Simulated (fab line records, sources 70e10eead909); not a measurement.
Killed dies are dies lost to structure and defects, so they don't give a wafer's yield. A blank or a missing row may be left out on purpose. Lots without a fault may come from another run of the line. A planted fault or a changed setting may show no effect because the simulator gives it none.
Which tool did it? | flow nand_harc | 19 lots, 57 wafers sampled, at 6 steps of a route of 1302

WHAT THE GAUGES READ, wafer by wafer
The record holds no reading of a measuring or inspecting step that can be judged against a usual standard deviation.

WHICH TOOL RAN EACH LOT (tool, then ch and the chambers of the sampled wafers, then the start)
lot  | NHARC_A_STAIRCASE_TRIM_222     | NHARC_A_STAIRCASE_ETCH_223     | NHARC_A_STAIRCASE_ETCH_232     | NHARC_A_STAIRCASE_TRIM_233     | NHARC_A_STAIRCASE_HM_OPEN_457  | NHARC_A_STAIRCASE_ETCH_451
L074 | rie_diel-12 ch 0,1,3, no start | rie_diel-12 ch 0,2, no start   | rie_diel-13 ch 0,1,3, no start | rie_diel-13 ch 0,2,3, no start | rie_diel-13 ch 0,1,3, no start | rie_diel-13 ch 0,1,3, no start
L075 | rie_diel-09 ch 0,2,3, no start | rie_diel-09 ch 1,2,3, no start | rie_diel-13 ch 0,3, no start   | rie_diel-13 ch 1,3, no start   | rie_diel-12 ch 0,2,3, no start | rie_diel-12 ch 1,2,3, no start
L077 | rie_diel-09 ch 0,1,3, no start | rie_diel-09 ch 0,1,2, no start | rie_diel-09 ch 0,2,3, no start | rie_diel-09 ch 1,2, no start   | rie_diel-13 ch 0,1,2, no start | rie_diel-13 ch 0,2,3, no start
L078 | rie_diel-13 ch 0,1,3, no start | rie_diel-13 ch 0,2,3, no start | rie_diel-13 ch 0,2,3, no start | rie_diel-13 ch 0,2,3, no start | rie_diel-09 ch 1,2, no start   | rie_diel-09 ch 0,2, no start
L076 | rie_diel-09 ch 0,1,3, no start | rie_diel-09 ch 0,2,3, no start | rie_diel-09 ch 0,1,2, no start | rie_diel-09 ch 0,2,3, no start | rie_diel-12 ch 0,1,3, no start | rie_diel-12 ch 0,2,3, no start
L079 | rie_diel-13 ch 2,3, no start   | rie_diel-13 ch 1,3, no start   | rie_diel-09 ch 0,1,3, no start | rie_diel-09 ch 1,2, no start   | rie_diel-09 ch 0,1,3, no start | rie_diel-09 ch 0,2,3, no start
L080 | rie_diel-13 ch 1,2, no start   | rie_diel-13 ch 1,3, no start   | rie_diel-09 ch 1,2,3, no start | rie_diel-09 ch 1,2, no start   | rie_diel-12 ch 1,2, no start   | rie_diel-12 ch 0,3, no start
L081 | rie_diel-13 ch 1,2, no start   | rie_diel-13 ch 2,3, no start   | rie_diel-13 ch 1,2,3, no start | rie_diel-13 ch 0,1, no start   | rie_diel-13 ch 0,1, no start   | rie_diel-13 ch 0,2,3, no start
L082 | rie_diel-09 ch 1,2,3, no start | rie_diel-09 ch 1,2,3, no start | rie_diel-09 ch 0,1, no start   | rie_diel-09 ch 0,1, no start   | rie_diel-13 ch 0,1, no start   | rie_diel-13 ch 0,2,3, no start
L085 | rie_diel-13 ch 0,1,3, no start | rie_diel-13 ch 1,2, no start   | rie_diel-09 ch 0,2,3, no start | rie_diel-09 ch 0,3, no start   | rie_diel-09 ch 1,2, no start   | rie_diel-09 ch 0,1,3, no start
L084 | rie_diel-12 ch 1,3, no start   | rie_diel-12 ch 1,2, no start   | rie_diel-13 ch 2,3, no start   | rie_diel-13 ch 1,2,3, no start | rie_diel-13 ch 0,1,2, no start | rie_diel-13 ch 0,1,3, no start
L086 | rie_diel-09 ch 1,2, no start   | rie_diel-09 ch 1,3, no start   | rie_diel-09 ch 0,2, no start   | rie_diel-09 ch 2,3, no start   | rie_diel-09 ch 1,2,3, no start | rie_diel-09 ch 1,2,3, no start
L087 | rie_diel-13 ch 1,2,3, no start | rie_diel-13 ch 0,1,3, no start | rie_diel-12 ch 0,1,3, no start | rie_diel-12 ch 0,2,3, no start | rie_diel-13 ch 1,2,3, no start | rie_diel-13 ch 0,1,2, no start
L090 | rie_diel-13 ch 2,3, no start   | rie_diel-13 ch 0,1, no start   | rie_diel-13 ch 0,1, no start   | rie_diel-13 ch 1,2,3, no start | rie_diel-13 ch 0,3, no start   | rie_diel-13 ch 1,2,3, no start
L091 | rie_diel-12 ch 0,2,3, no start | rie_diel-12 ch 1,2,3, no start | rie_diel-12 ch 1,2,3, no start | rie_diel-12 ch 1,2,3, no start | rie_diel-09 ch 0,2,3, no start | rie_diel-09 ch 0,1,3, no start
L092 | rie_diel-12 ch 0,1,3, no start | rie_diel-12 ch 0,1,2, no start | rie_diel-09 ch 0,2, no start   | rie_diel-09 ch 0,1,3, no start | rie_diel-09 ch 0,2,3, no start | rie_diel-09 ch 0,1,3, no start
L094 | rie_diel-12 ch 2,3, no start   | rie_diel-12 ch 0,1,2, no start | rie_diel-12 ch 1,2, no start   | rie_diel-12 ch 2,3, no start   | rie_diel-12 ch 0,2,3, no start | rie_diel-12 ch 1,2,3, no start
L093 | rie_diel-12 ch 0,1,2, no start | rie_diel-12 ch 0,1, no start   | rie_diel-13 ch 1,2,3, no start | rie_diel-13 ch 0,1, no start   | rie_diel-13 ch 2,3, no start   | rie_diel-13 ch 0,1,2, no start
L096 | rie_diel-09 ch 2,3, no start   | rie_diel-09 ch 1,2,3, no start | rie_diel-12 ch 0,1,2, no start | rie_diel-12 ch 1,2, no start   | rie_diel-12 ch 2,3, no start   | rie_diel-12 ch 0,1,3, no start
- NHARC_A_STAIRCASE_TRIM_222: chemistry O2, time 211.2 s.
- NHARC_A_STAIRCASE_ETCH_223: etches the open film in C4F8/O2, target depth 100 nm, time 40.5 s.
- NHARC_A_STAIRCASE_ETCH_232: etches the open film in C4F8/O2, target depth 100 nm, time 40.5 s.
- NHARC_A_STAIRCASE_TRIM_233: chemistry O2, time 211.2 s.
- NHARC_A_STAIRCASE_HM_OPEN_457: chemistry O2/COS.
- NHARC_A_STAIRCASE_ETCH_451: etches the open film in CF4/O2, target depth 30 nm, overetch 3 nm, time 16.5 s.

WHAT THE TOOLS THEMSELVES READ (means of the sampled wafers that have a number; where no wafer has one, the mark that the record gives instead)
NHARC_A_STAIRCASE_TRIM_222.
lot  | tool        | drypump_motor_current_A (A) | o2_flow_sccm (sccm) | oes_product_au (a.u.) | rf_vpp_V (V) | showerhead_plenum_p_Torr (Torr) | throttle_valve_pct (%)
L074 | rie_diel-12 | 5.4                         | 499.1               | 1.004                 | 57.8         | 3.50                            | 17.041
L075 | rie_diel-09 | 5.8                         | 499.9               | 0.988                 | 56.6         | 3.59                            | 17.037
L077 | rie_diel-09 | 5.7                         | 500.3               | 1.009                 | 57.1         | 3.48                            | 17.028
L078 | rie_diel-13 | 5.5                         | 501.3               | 1.008                 | 58.4         | 3.51                            | 17.031
L076 | rie_diel-09 | 5.7                         | 498.6               | 0.996                 | 57.5         | 3.48                            | 17.036
L079 | rie_diel-13 | 5.5                         | 501.2               | 0.996                 | 56.8         | 3.46                            | 17.034
L080 | rie_diel-13 | 5.6                         | 499.4               | 0.999                 | 57.7         | 3.41                            | 17.029
L081 | rie_diel-13 | 5.4                         | 500.0               | 1.009                 | 57.8         | 3.45                            | 17.035
L082 | rie_diel-09 | 5.9                         | 500.2               | 1.002                 | 57.7         | 3.50                            | 17.034
L085 | rie_diel-13 | 5.6                         | 501.0               | 0.994                 | 57.3         | 3.49                            | 17.037
L084 | rie_diel-12 | 5.8                         | 502.4               | 0.997                 | 58.1         | 3.63                            | 17.042
L086 | rie_diel-09 | 5.7                         | 499.1               | 1.005                 | 57.9         | 3.47                            | 17.028
L087 | rie_diel-13 | 5.3                         | 500.3               | 1.000                 | 56.9         | 3.49                            | 17.037
L090 | rie_diel-13 | 5.3                         | 499.5               | 0.999                 | 57.8         | 3.54                            | 17.030
L091 | rie_diel-12 | 5.9                         | 500.7               | 1.004                 | 58.3         | 3.61                            | 17.031
L092 | rie_diel-12 | 5.4                         | 500.1               | 1.006                 | 57.5         | 3.65                            | 17.044
L094 | rie_diel-12 | 6.4                         | 501.8               | 0.994                 | 59.1         | 3.58                            | 17.034
L093 | rie_diel-12 | 5.4                         | 499.5               | 1.003                 | 57.2         | 3.53                            | 17.043
L096 | rie_diel-09 | 6.2                         | 500.5               | 1.009                 | 59.0         | 3.60                            | 17.039

NHARC_A_STAIRCASE_ETCH_223.
lot  | tool        | oes_product_au (a.u.) | rf_fwd_power_W (W) | rf_vpp_V (V)
L074 | rie_diel-12 | 0.932                 | 588.0              | 887
L075 | rie_diel-09 | 0.933                 | 592.3              | 895
L077 | rie_diel-09 | 0.949                 | 593.3              | 893
L078 | rie_diel-13 | 0.946                 | 592.0              | 894
L076 | rie_diel-09 | 0.934                 | 594.2              | 898
L079 | rie_diel-13 | 0.953                 | 594.0              | 896
L080 | rie_diel-13 | 0.935                 | 594.2              | 899
L081 | rie_diel-13 | 0.951                 | 591.8              | 896
L082 | rie_diel-09 | 0.947                 | 590.6              | 895
L085 | rie_diel-13 | 0.956                 | 591.7              | 891
L084 | rie_diel-12 | 0.943                 | 591.0              | 891
L086 | rie_diel-09 | 0.945                 | 591.5              | 891
L087 | rie_diel-13 | 0.955                 | 594.1              | 894
L090 | rie_diel-13 | 0.962                 | 593.9              | 891
L091 | rie_diel-12 | 0.950                 | 592.3              | 895
L092 | rie_diel-12 | 0.950                 | 590.7              | 896
L094 | rie_diel-12 | 0.951                 | 590.3              | 896
L093 | rie_diel-12 | 0.945                 | 591.2              | 897
L096 | rie_diel-09 | 0.942                 | 591.9              | 901

NHARC_A_STAIRCASE_ETCH_232.
lot  | tool        | oes_product_au (a.u.) | rf_fwd_power_W (W) | rf_vpp_V (V)
L074 | rie_diel-13 | 0.960                 | 593.6              | 896
L075 | rie_diel-13 | 0.958                 | 593.7              | 893
L077 | rie_diel-09 | 0.942                 | 591.4              | 898
L078 | rie_diel-13 | 0.957                 | 592.9              | 894
L076 | rie_diel-09 | 0.939                 | 591.5              | 893
L079 | rie_diel-09 | 0.957                 | 589.3              | 894
L080 | rie_diel-09 | 0.947                 | 592.3              | 896
L081 | rie_diel-13 | 0.941                 | 592.9              | 895
L082 | rie_diel-09 | 0.940                 | 592.0              | 892
L085 | rie_diel-09 | 0.951                 | 592.3              | 897
L084 | rie_diel-13 | 0.964                 | 592.2              | 893
L086 | rie_diel-09 | 0.944                 | 593.4              | 896
L087 | rie_diel-12 | 0.959                 | 589.6              | 902
L090 | rie_diel-13 | 0.928                 | 592.9              | 892
L091 | rie_diel-12 | 0.927                 | 592.0              | 895
L092 | rie_diel-09 | 0.952                 | 595.8              | 897
L094 | rie_diel-12 | 0.944                 | 590.0              | 891
L093 | rie_diel-13 | 0.943                 | 593.5              | 894
L096 | rie_diel-12 | 0.939                 | 590.5              | 897

NHARC_A_STAIRCASE_TRIM_233.
lot  | tool        | drypump_motor_current_A (A) | o2_flow_sccm (sccm) | oes_product_au (a.u.) | rf_vpp_V (V) | showerhead_plenum_p_Torr (Torr) | throttle_valve_pct (%)
L074 | rie_diel-13 | 5.7                         | 499.0               | 1.009                 | 57.5         | 3.47                            | 17.035
L075 | rie_diel-13 | 5.1                         | 500.8               | 0.999                 | 57.8         | 3.61                            | 17.041
L077 | rie_diel-09 | 5.6                         | 499.8               | 1.010                 | 57.4         | 3.38                            | 17.036
L078 | rie_diel-13 | 5.8                         | 499.3               | 1.006                 | 57.3         | 3.47                            | 17.035
L076 | rie_diel-09 | 5.8                         | 499.4               | 0.995                 | 58.2         | 3.58                            | 17.040
L079 | rie_diel-09 | 5.7                         | 500.3               | 1.000                 | 58.3         | 3.48                            | 17.033
L080 | rie_diel-09 | 5.7                         | 500.2               | 0.997                 | 57.0         | 3.48                            | 17.035
L081 | rie_diel-13 | 5.6                         | 500.5               | 0.994                 | 57.7         | 3.45                            | 17.036
L082 | rie_diel-09 | 5.3                         | 500.3               | 1.001                 | 57.7         | 3.42                            | 17.034
L085 | rie_diel-09 | 5.6                         | 501.0               | 1.001                 | 57.4         | 3.54                            | 17.034
L084 | rie_diel-13 | 5.3                         | 501.2               | 1.009                 | 57.2         | 3.50                            | 17.039
L086 | rie_diel-09 | 6.3                         | 498.4               | 0.996                 | 58.0         | 3.62                            | 17.041
L087 | rie_diel-12 | 5.9                         | 498.6               | 0.997                 | 57.8         | 3.62                            | 17.043
L090 | rie_diel-13 | 5.3                         | 499.8               | 0.997                 | 58.3         | 3.48                            | 17.028
L091 | rie_diel-12 | 5.9                         | 499.5               | 1.000                 | 56.6         | 3.50                            | 17.039
L092 | rie_diel-09 | 5.7                         | 501.8               | 1.005                 | 57.7         | 3.64                            | 17.033
L094 | rie_diel-12 | 6.4                         | 500.7               | 1.006                 | 57.5         | 3.46                            | 17.035
L093 | rie_diel-13 | 5.6                         | 500.3               | 0.991                 | 59.1         | 3.42                            | 17.039
L096 | rie_diel-12 | 5.9                         | 500.8               | 0.996                 | 57.3         | 3.38                            | 17.043

NHARC_A_STAIRCASE_HM_OPEN_457.
lot  | tool        | drypump_motor_current_A (A) | o2_flow_sccm (sccm) | oes_product_au (a.u.) | rf_fwd_power_W (W) | rf_vpp_V (V) | showerhead_plenum_p_Torr (Torr) | throttle_valve_pct (%)
L074 | rie_diel-13 | 5.6                         | 399.5               | 1.010                 | 498.3              | 467          | 3.11                            | 28.328
L075 | rie_diel-12 | 5.9                         | 400.7               | 1.006                 | 497.2              | 466          | 3.06                            | 28.337
L077 | rie_diel-13 | 5.8                         | 399.9               | 1.012                 | 499.1              | 465          | 3.02                            | 28.332
L078 | rie_diel-09 | 5.6                         | 399.0               | 1.010                 | 499.1              | 465          | 2.99                            | 28.323
L076 | rie_diel-12 | 5.4                         | 399.7               | 1.008                 | 500.4              | 466          | 3.09                            | 28.327
L079 | rie_diel-09 | 5.7                         | 400.5               | 0.999                 | 500.1              | 466          | 3.08                            | 28.333
L080 | rie_diel-12 | 5.3                         | 400.1               | 1.000                 | 498.4              | 466          | 3.05                            | 28.327
L081 | rie_diel-13 | 6.0                         | 400.1               | 1.002                 | 498.3              | 465          | 3.01                            | 28.319
L082 | rie_diel-13 | 6.0                         | 400.2               | 1.013                 | 498.3              | 465          | 3.01                            | 28.332
L085 | rie_diel-09 | 5.6                         | 398.7               | 1.008                 | 499.8              | 464          | 2.98                            | 28.328
L084 | rie_diel-13 | 5.8                         | 399.5               | 1.003                 | 498.6              | 465          | 3.00                            | 28.321
L086 | rie_diel-09 | 5.9                         | 399.2               | 0.990                 | 499.1              | 467          | 3.09                            | 28.336
L087 | rie_diel-13 | 5.3                         | 399.8               | 0.991                 | 497.5              | 467          | 3.09                            | 28.332
L090 | rie_diel-13 | 5.5                         | 400.1               | 0.990                 | 499.9              | 467          | 3.12                            | 28.332
L091 | rie_diel-09 | 5.8                         | 399.2               | 0.998                 | 500.6              | 469          | 3.15                            | 28.335
L092 | rie_diel-09 | 5.8                         | 400.5               | 1.003                 | 498.1              | 467          | 3.15                            | 28.326
L094 | rie_diel-12 | 5.9                         | 399.3               | 1.002                 | 499.4              | 468          | 3.19                            | 28.327
L093 | rie_diel-13 | 5.5                         | 399.5               | 1.004                 | 499.7              | 466          | 3.03                            | 28.335
L096 | rie_diel-12 | 6.4                         | 400.7               | 1.005                 | 499.2              | 465          | 3.06                            | 28.327

NHARC_A_STAIRCASE_ETCH_451.
lot  | tool        | drypump_motor_current_A (A) | o2_flow_sccm (sccm) | oes_product_au (a.u.) | rf_fwd_power_W (W) | rf_vpp_V (V) | showerhead_plenum_p_Torr (Torr) | throttle_valve_pct (%)
L074 | rie_diel-13 | 5.5                         | 20.08               | 1.005                 | 295.2              | 196.9        | 1.33                            | 13.397
L075 | rie_diel-12 | 5.8                         | 19.99               | 0.999                 | 292.6              | 197.2        | 1.34                            | 13.399
L077 | rie_diel-13 | 5.7                         | 19.99               | 1.007                 | 294.6              | 196.7        | 1.31                            | 13.399
L078 | rie_diel-09 | 5.5                         | 20.07               | 1.003                 | 295.4              | 198.4        | 1.35                            | 13.407
L076 | rie_diel-12 | 5.9                         | 20.01               | 1.000                 | 293.0              | 197.8        | 1.30                            | 13.396
L079 | rie_diel-09 | 5.8                         | 20.05               | 0.998                 | 294.0              | 199.1        | 1.35                            | 13.403
L080 | rie_diel-12 | 5.8                         | 20.00               | 0.999                 | 293.4              | 198.7        | 1.35                            | 13.395
L081 | rie_diel-13 | 5.7                         | 19.97               | 1.009                 | 294.4              | 198.0        | 1.31                            | 13.399
L082 | rie_diel-13 | 5.7                         | 19.98               | 1.004                 | 294.2              | 197.0        | 1.31                            | 13.393
L085 | rie_diel-09 | 5.7                         | 20.01               | 1.004                 | 292.4              | 197.9        | 1.31                            | 13.394
L084 | rie_diel-13 | 5.5                         | 20.00               | 0.995                 | 295.2              | 197.7        | 1.32                            | 13.396
L086 | rie_diel-09 | 5.9                         | 19.96               | 1.002                 | 293.4              | 196.8        | 1.32                            | 13.407
L087 | rie_diel-13 | 5.8                         | 19.97               | 1.000                 | 294.0              | 196.2        | 1.28                            | 13.395
L090 | rie_diel-13 | 5.3                         | 19.97               | 1.005                 | 294.4              | 197.2        | 1.31                            | 13.388
L091 | rie_diel-09 | 5.7                         | 19.98               | 0.999                 | 292.2              | 198.3        | 1.38                            | 13.404
L092 | rie_diel-09 | 5.7                         | 20.05               | 1.003                 | 293.2              | 199.2        | 1.38                            | 13.406
L094 | rie_diel-12 | 5.8                         | 20.02               | 0.996                 | 292.5              | 197.5        | 1.32                            | 13.400
L093 | rie_diel-13 | 5.8                         | 20.04               | 1.010                 | 293.7              | 197.4        | 1.28                            | 13.403
L096 | rie_diel-12 | 5.4                         | 20.00               | 0.992                 | 293.1              | 199.4        | 1.38                            | 13.395

THE ANSWER, worked out from the rows above alone
Rule: what is usual is taken from the lots themselves. Put in order of their means at a reading, lots are off if they are a third of the lots or fewer, leave a main group of 4 or more, and stand apart from it by a gap of 3 or more times the standard deviation of the main group's means; of several such gaps the widest counts. A main group whose means are all the same, to the digits that the tables above print for the reading, isn't used. A lot without any number at a reading at which 4 lots or more have one is off too. The other lots that the step has rows for count as sound. The gauges are gone through in route order, then the tools' own readings, and for those a lot's mean is taken as printed above. The first step at which some lot is off is used, and at that step the reading that is off furthest; a lot without a number counts as furthest.
No lot is off at any reading shown: from this, nothing can be told.

WHAT THE SIMULATOR HAD PUT IN
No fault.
